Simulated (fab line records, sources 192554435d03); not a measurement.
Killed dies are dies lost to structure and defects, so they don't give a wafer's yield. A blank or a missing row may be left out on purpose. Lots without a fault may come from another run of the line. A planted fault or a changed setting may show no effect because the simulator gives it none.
One fault seen from 2 desks | flow n5_finfet | each desk has only its own numbers; what lay behind them comes last

THE TOOL OWNER'S DESK: cvd_w-01
The tool's own readings at N5_HKMG_FIN_ALD_72 (deposits W, target thk 2 nm, pulse time 1 s, purge time 2 s): means of the sampled wafers that have a number, for each lot that ran on this tool. A lot is out of limits, marked OUT, if its mean lies more than 4 standard deviations from the usual mean; the brackets give that distance.
Columns: A = heater_power_w at N5_HKMG_FIN_ALD_72, usual 472 W; B = precursor_pulse_height_rel at N5_HKMG_FIN_ALD_72, usual 1.000
lot  | first seen here | A   | B
L117 | day 5 21:03     | 501 | 0.992
L121 | day 6 17:08     | 484 | 1.007
L124 | day 7 13:22     | 476 | 0.988
L127 | day 8 08:24     | 481 | 0.988
L128 | day 8 12:14     | 476 | 1.009
L130 | day 9 05:23     | 485 | 0.988
L131 | day 9 08:41     | 484 | 0.993
This desk's finding: nothing out of limits on any of the 7 lots.

THE METROLOGY DESK
What the gauges read, lot by lot, whatever tool the lot ran on: means of the sampled wafers that have a number. A lot is out of limits, marked OUT, if its mean lies more than 4 standard deviations from the usual mean; the brackets give that distance. Of its 10 readings 7 are shown: those that lie furthest out on some lot.
Columns: A = DIBL_N at N5_BEOL_M4_RC_MEAS_101, usual 36.0 mV/V; B = DIBL_P at N5_BEOL_M4_RC_MEAS_101, usual 36.2 mV/V; C = IOFF_P at N5_BEOL_M4_RC_MEAS_101, usual 0.21 nA/um; D = ION_N at N5_BEOL_M4_RC_MEAS_101, usual 675 uA/um; E = ION_P at N5_BEOL_M4_RC_MEAS_101, usual 463 uA/um; F = SS_P at N5_BEOL_M4_RC_MEAS_101, usual 73.2 mV/dec; G = VT_N at N5_BEOL_M4_RC_MEAS_101, usual 250.2 mV
lot  | first seen here | A    | B    | C    | D   | E   | F    | G
L117 | day 12 00:50    | 35.4 | 36.2 | 0.19 | 673 | 462 | 72.7 | 250.2
L118 | day 12 05:21    | 36.4 | 36.4 | 0.19 | 668 | 455 | 73.0 | 251.7
L120 | day 12 18:04    | 36.3 | 35.6 | 0.20 | 675 | 458 | 73.4 | 249.9
L121 | day 13 03:38    | 37.2 | 36.3 | 0.19 | 678 | 455 | 73.5 | 249.3
L124 | day 13 08:44    | 35.2 | 35.2 | 0.20 | 662 | 459 | 72.8 | 252.5
L113 | day 13 19:13    | 36.1 | 37.6 | 0.23 | 678 | 466 | 73.6 | 247.9
L127 | day 14 04:01    | 34.5 | 34.0 | 0.17 | 673 | 457 | 73.1 | 253.3
L128 | day 14 18:20    | 34.3 | 34.5 | 0.18 | 662 | 454 | 73.3 | 252.2
L130 | day 15 03:50    | 37.1 | 36.5 | 0.23 | 670 | 466 | 73.4 | 250.8
L131 | day 15 06:22    | 35.9 | 36.3 | 0.19 | 664 | 458 | 72.7 | 249.4
This desk's finding: nothing out of limits on any of the 10 lots.

PUT TOGETHER
The tool owner's desk saw nothing out of limits.
The metrology desk saw nothing out of limits.

WHAT THE SIMULATOR HAD PUT IN
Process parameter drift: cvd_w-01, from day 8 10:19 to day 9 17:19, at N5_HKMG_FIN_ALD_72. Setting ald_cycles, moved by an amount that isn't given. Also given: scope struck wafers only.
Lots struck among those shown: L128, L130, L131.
